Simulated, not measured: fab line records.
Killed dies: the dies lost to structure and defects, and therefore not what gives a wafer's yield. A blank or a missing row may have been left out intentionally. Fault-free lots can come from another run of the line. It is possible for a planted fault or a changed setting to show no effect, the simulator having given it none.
Struck lot and sound lot, side by side / flow n5-finfet / 19 steps out of a route of 1938
Sound: these wafers, L980.3, L980.4, L980.5. Struck: wafer L991.5 (left out: L991.4, L991.6 of the same lot, which were not struck); the cause appears at the end.
Each step with rows lists, per side, the tool, then ch with its chambers, then its first start. Under that, the readings that differ: sound wafers / struck wafers / difference of the means / sigmas: that difference in standard deviations of wafers without a fault.
alike: readings with means less than 2 such deviations apart, plus words and numbers identical on both sides. not compared: withheld readings, readings lacking a value on some wafer, bounds such as >300 that could conceal the same value, and numbers that have no deviation in the record and whose values overlap.
The two part at a step that has a row with sigmas, a row that says differs or no value, or rows on one side only. When numbers do not overlap yet have no deviation, they are printed without sigmas and do not part them. A reading missing from all wafers of one side parts the sides only when that side holds two or more wafers.

first, 5 steps without rows for these wafers: N5_BEOL_M13_ETCH_67 (etches SiARC in CF4, target depth 143 nm, time 238.3 s); N5_BEOL_M13_ETCH_68 (etches SOC in N2/H2, time 355 s); N5_BEOL_M13_STRIP_69 (strips in N2/H2); N5_BEOL_M13_TRENCH_ETCH_34 (etches SiOC in C4F8/O2/Ar, target depth 413.47 nm, time 162.6 s); N5_BEOL_M13_STRIP_70 (strips in C4F8/O2/Ar).
N5_BEOL_M13_OCD_MEAS_35:
  sound: ocd-02 at day 15 08:34; struck: ocd-02 at day 17 22:47
  alike: trench-depth-nm
then, 1 step without rows for these wafers: N5_BEOL_M13_STRIP_37 (strips in N2/H2).
N5_BEOL_M13_ETCH_38: etches SiCN in CF4/N2, target depth 67.5 nm, time 71.9 s.
  sound on rie-diel-01 ch 2,3, day 15 08:45; struck on rie-diel-03 ch 1, day 18 01:20
  alike: chamber-pressure-mTorr, drypump-motor-current-A, n2-flow-sccm, oes-product-au, rf-vpp-V, showerhead-plenum-p-Torr, throttle-valve-pct
  not compared: rf-hours-counter-h
then, 2 steps without rows for these wafers: N5_BEOL_M13_PRECLEAN_39 (cleans in residue remover, time 60 s); N5_BEOL_M13_SRD_40 (time 30 s, dry time 30 s).
N5_BEOL_M13_DEGAS_41: time 60 s.
  sound: pvd-sputter-01 at day 15 09:14; struck: pvd-sputter-03 at day 18 01:47
  alike: heater-power-w
N5_BEOL_M13_PRE_CLEAN_42: time 30 s.
  sound: pvd-sputter-01 at day 15 09:17; struck: pvd-sputter-03 at day 18 01:50
  alike: heater-power-w
N5_BEOL_M13_SPUTTER_43: material TaN, target thk 15 nm, time 24.19 s.
  sound: pvd-sputter-01 at day 15 09:19; struck: pvd-sputter-03 at day 18 01:52
reading=model.TaN_of_BEOL_M13_SPUTTER_43.thk-nm (nm); sound=15 15 15; struck=12.8; difference=-2.2; sigmas=
  alike: throttle-valve-pct
N5_BEOL_M13_SPUTTER_44: material Ta, target thk 10 nm, time 16.13 s.
  sound: pvd-sputter-01 at day 15 09:24; struck: pvd-sputter-03 at day 18 01:57
  alike: throttle-valve-pct
then, 2 steps without rows for these wafers: N5_BEOL_M13_SPUTTER_45 (material Cu, target thk 80 nm, time 13.33 s); N5_BEOL_M13_ECD_47 (material Cu, target thk 936 nm).
N5_BEOL_M13_ANNEAL_48: time 90 s.
  sound on rtp-anneal-01 ch 0, day 15 09:59; struck on rtp-anneal-01 ch 0, day 18 03:37
  alike: anneal-temp-c, anneal-temp-c-max, wafer_temp_C_max
N5_BEOL_M13_CMP_49: polishes, stops on SiOC, t overpolish 17.1 s, target thk 420 nm.
  sound on cmp-02 ch 1,2,3, day 15 10:16; struck on cmp-03 ch 3, day 18 03:49
reading=barrier-field-endpoint-s (s); sound=29.5 29.6 29.3; struck=27.6; difference=-1.9; sigmas=-3
  alike: motor-current-A
  not compared: pad-life-wafers
N5_BEOL_M13_THK_MEAS_50: measures by xrf.
  sound: film-metro-01 at day 15 10:29; struck: film-metro-01 at day 18 04:04
  alike: M13_THK

== WHERE THEY PART ==
N5_BEOL_M13_CMP_49 only, going by this record. Later steps at which nothing parts them and some readings are alike: N5_BEOL_M13_THK_MEAS_50.

WHY: the cause the simulator had injected
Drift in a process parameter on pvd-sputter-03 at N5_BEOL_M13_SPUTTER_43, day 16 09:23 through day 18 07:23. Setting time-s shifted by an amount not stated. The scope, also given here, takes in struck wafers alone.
